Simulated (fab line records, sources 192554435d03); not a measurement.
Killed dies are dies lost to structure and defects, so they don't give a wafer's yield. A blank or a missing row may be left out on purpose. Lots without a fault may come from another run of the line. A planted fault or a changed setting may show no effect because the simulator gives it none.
Split-lot experiment | flow n5_finfet | 7 lots, 21 wafers read, on a route of 1938 steps

THE SPLIT
At N5_BEOL_M0_SAQP_ILD_DEP_01 (deposits SiOC from DEMS/O2, target thk 45.419 nm, time 8.7 s), the setting time_s was moved away from the recipe's 8.7 s on 3 of the 21 wafers read, by -12.5% to -10.7%. The other wafers ran this setting at the recipe's value.

The reading is taken at the split's own step.

THE READING
SiOC_of_BEOL_M0_SAQP_ILD_DEP_01.thk_nm (the simulator's own value, which no gauge read), in nm, at N5_BEOL_M0_SAQP_ILD_DEP_01 (deposits SiOC from DEMS/O2, target thk 45.419 nm, time 8.7 s). The file gives no usual value for it. The 18 wafers here that ran the recipe average 45.2 nm, standard deviation 0.58 nm.

wafer  | tool, chamber at the split | time_s as run, s | against the recipe | SiOC_of_BEOL_M0_SAQP_ILD_DEP_01.thk_nm, nm | against lot-mates on the recipe
L077.1 | pecvd-04, 1                | 8.7              | recipe             | 44.6                                       | -
L077.2 | pecvd-04, 2                | 8.7              | recipe             | 45                                         | -
L077.6 | pecvd-04, 2                | 8.7              | recipe             | 45.6                                       | -
L079.2 | pecvd-04, 0                | 8.7              | recipe             | 45.2                                       | -
L079.4 | pecvd-04, 0,2              | 8.7              | recipe             | 46                                         | -
L079.6 | pecvd-04, 0,2              | 8.7              | recipe             | 46                                         | -
L080.3 | pecvd-03, 0                | 8.7              | recipe             | 44.8                                       | -
L080.4 | pecvd-03, 2                | 7.613            | -12.5%             | 40.2                                       | -4.6
L080.6 | pecvd-03, 1                | 7.613            | -12.5%             | 40.6                                       | -4.2
L081.1 | pecvd-03, 0                | 8.7              | recipe             | 44.4                                       | -
L081.2 | pecvd-03, 1                | 8.7              | recipe             | 45.2                                       | -
L081.3 | pecvd-03, 2                | 8.7              | recipe             | 45                                         | -
L083.1 | pecvd-04, 1                | 8.7              | recipe             | 44.6                                       | -
L083.3 | pecvd-04, 2                | 8.7              | recipe             | 45                                         | -
L083.6 | pecvd-04, 0                | 7.771            | -10.7%             | 40.6                                       | -4.2
L085.2 | pecvd-03, 2                | 8.7              | recipe             | 44.4                                       | -
L085.4 | pecvd-03, 2,0              | 8.7              | recipe             | 45.2                                       | -
L085.6 | pecvd-03, 2,0              | 8.7              | recipe             | 45.2                                       | -
L096.4 | pecvd-01, 1                | 8.7              | recipe             | 45.8                                       | -
L096.5 | pecvd-01, 2,0              | 8.7              | recipe             | 46.2                                       | -
L096.6 | pecvd-01, 2,0              | 8.7              | recipe             | 46.2                                       | -
Where a row lists several chambers, the file gives one row for several wafers and doesn't say which wafer went through which chamber.

THE FIT
A straight line over all 21 wafers: SiOC_of_BEOL_M0_SAQP_ILD_DEP_01.thk_nm changes by +0.4 nm for each +1% of time_s; r = +0.95; the points scatter about the line by 0.58 nm.
The same after taking each lot's own level away (the mean of its wafers on the recipe; 21 wafers): +0.363 nm for each +1%; r = +0.98; scatter 0.33 nm.
On that fit, the largest move of time_s shifts the reading by 4.5 nm.
The lots' own levels span 44.80 to 46.07 nm, that is 2.2 times the standard deviation above.
So the lot-to-lot level changes the slope: the two fits differ.
Check: with one of the wafers moved furthest among these (-12.5%) left out of the fit, the line predicts -4.5 nm for it against its lot-mates. It came out at -4.6 nm against them.

OTHER SPLITS ON THESE WAFERS
These wafers also went through other splits before the reading. Each is held against what the fit with the lots' levels taken away leaves over:
other split on the same wafers      | wafers away from the commonest value | r with SiOC_of_BEOL_M0_SAQP_ILD_DEP_01.thk_nm (lot level and that fit taken away)
N5_SD_EPI_P_COAT_35 spin_rpm        | 4                                    | +0.23
N5_HKMG_FIN_COAT_43 spin_rpm        | 8                                    | +0.18
N5_HKMG_FIN_ETCH_54 source_w        | 6                                    | -0.35
N5_MOL_CONTACT_COAG_PECVD_31 temp_c | 9                                    | -0.01

THE FILE'S OWN FIT
SiOC_of_BEOL_M0_SAQP_ILD_DEP_01.thk_nm changes by +0.37 nm for each +1% of time_s, r = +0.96.
